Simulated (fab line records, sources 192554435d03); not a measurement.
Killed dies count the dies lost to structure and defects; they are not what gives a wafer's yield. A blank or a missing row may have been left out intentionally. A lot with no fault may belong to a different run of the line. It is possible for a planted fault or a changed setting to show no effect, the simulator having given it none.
Split-lot study	flow n5_finfet	on a route of 1938 steps: 7 lots, 21 wafers read

ABOUT THE SPLIT
At N5_BEOL_M8_DESCUM_16 (chemistry O2, time 7.9 s), the setting time_s was moved away from the recipe's 7.9 s on 7 of the 21 wafers read, by -21.2% to -9.9%. The other wafers ran this setting at the recipe's value.

Split to reading: the file shows no intervening step.

THE READING
CAR-ArF_of_BEOL_M8_COAT_05.thk_nm (the simulator's own value, which no gauge read), in nm, at N5_BEOL_M8_ETCH_61 (etches SiARC in CF4, target depth 45.5 nm, time 75.8 s). There is no usual value for it anywhere in the file. Here, 14 wafers ran the recipe; their average is 50.7 nm with a standard deviation of 0.31 nm.

wafer	tool, chamber at the split	time_s as run, s	against the recipe	CAR-ArF_of_BEOL_M8_COAT_05.thk_nm, nm	against lot-mates on the recipe
L074.4	rie_diel-05, 0,1,2	7.9	recipe	50.4	-
L074.5	rie_diel-05, 0,1,2	7.9	recipe	50.6	-
L074.6	rie_diel-05, 0,1,2	7.9	recipe	50.6	-
L076.2	rie_diel-05, 3	7.9	recipe	51	-
L076.6	rie_diel-05, 0	7.9	recipe	51	-
L076.3	rie_diel-05, 0	7.9	recipe	50.8	-
L080.3	rie_diel-05, 2	7.9	recipe	50.2	-
L080.4	rie_diel-05, 0,3	7.9	recipe	50.4	-
L080.6	rie_diel-05, 0,3	7.9	recipe	50.4	-
L086.1	rie_diel-05, 2	7.9	recipe	51.2	-
L086.3	rie_diel-05, 3	6.223	-21.2%	52.2	+1.0
L086.6	rie_diel-05, 3	6.223	-21.2%	52.4	+1.2
L087.2	rie_diel-03, 0	7.9	recipe	50.2	-
L087.5	rie_diel-03, 1	6.788	-14.1%	51.4	+0.9
L087.6	rie_diel-03, 2	7.9	recipe	50.8	-
L089.4	rie_diel-03, 2	6.833	-13.5%	51.4	+0.4
L089.5	rie_diel-03, 3	6.833	-13.5%	51.6	+0.6
L089.6	rie_diel-03, 0	7.9	recipe	51	-
L096.1	rie_diel-03, 2	7.9	recipe	50.6	-
L096.2	rie_diel-03, 0	7.114	-9.9%	51.4	+0.8
L096.5	rie_diel-03, 1	7.114	-9.9%	51	+0.4
When a row names more than one chamber, that row covers several wafers, and the file does not tell which wafer ran in which chamber.

THE FIT
A straight line over all 21 wafers: CAR-ArF_of_BEOL_M8_COAT_05.thk_nm changes by -0.0696 nm for each +1% of time_s; r = -0.88; the points scatter about the line by 0.29 nm.
The same after taking each lot's own level away (the mean of its wafers on the recipe; 21 wafers): -0.0509 nm for each +1%; r = -0.93; scatter 0.16 nm.
Per that fit: largest time_s move, reading shift of 1.1 nm.
The lots' own levels span 50.33 to 51.20 nm, that is 2.8 times the standard deviation above.
So the slope is not independent of the lot-to-lot level: the two fits are not the same.
Check: with one of the wafers moved furthest among these (-21.2%) left out of the fit, the line predicts +1.11 nm for it against its lot-mates. Against them it came out at +1 nm.

THE OTHER SPLITS THESE WAFERS WENT THROUGH
Before the reading, these wafers also passed through other splits. Each is held against what the fit with the lots' levels taken away leaves over:
other split on the same wafers	wafers away from the commonest value	r with CAR-ArF_of_BEOL_M8_COAT_05.thk_nm (lot level and that fit taken away)
N5_BEOL_M7_COAT_05 spin_rpm	11	+0.03
N5_BEOL_M8_COAT_59 spin_rpm	6	+0.25

THE WHOLE CHAIN: every reading that the file lists as answering this split, in the file's order
step	what it does	reading	change (the file's fit)	r (the file's)
N5_BEOL_M8_DESCUM_16	chemistry O2, time 7.9 s	CAR-ArF_of_BEOL_M8_COAT_05.thk_nm (the simulator's own value, which no gauge read)	-0.0527 nm for each +1% of the setting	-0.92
N5_BEOL_M8_ETCH_61	etches SiARC in CF4, target depth 45.5 nm, time 75.8 s	CAR-ArF_of_BEOL_M8_COAT_05.thk_nm (the simulator's own value, which no gauge read)	-0.0524 nm for each +1% of the setting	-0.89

FILE'S OWN FIT
CAR-ArF_of_BEOL_M8_COAT_05.thk_nm changes by -0.0524 nm for each +1% of time_s, r = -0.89.
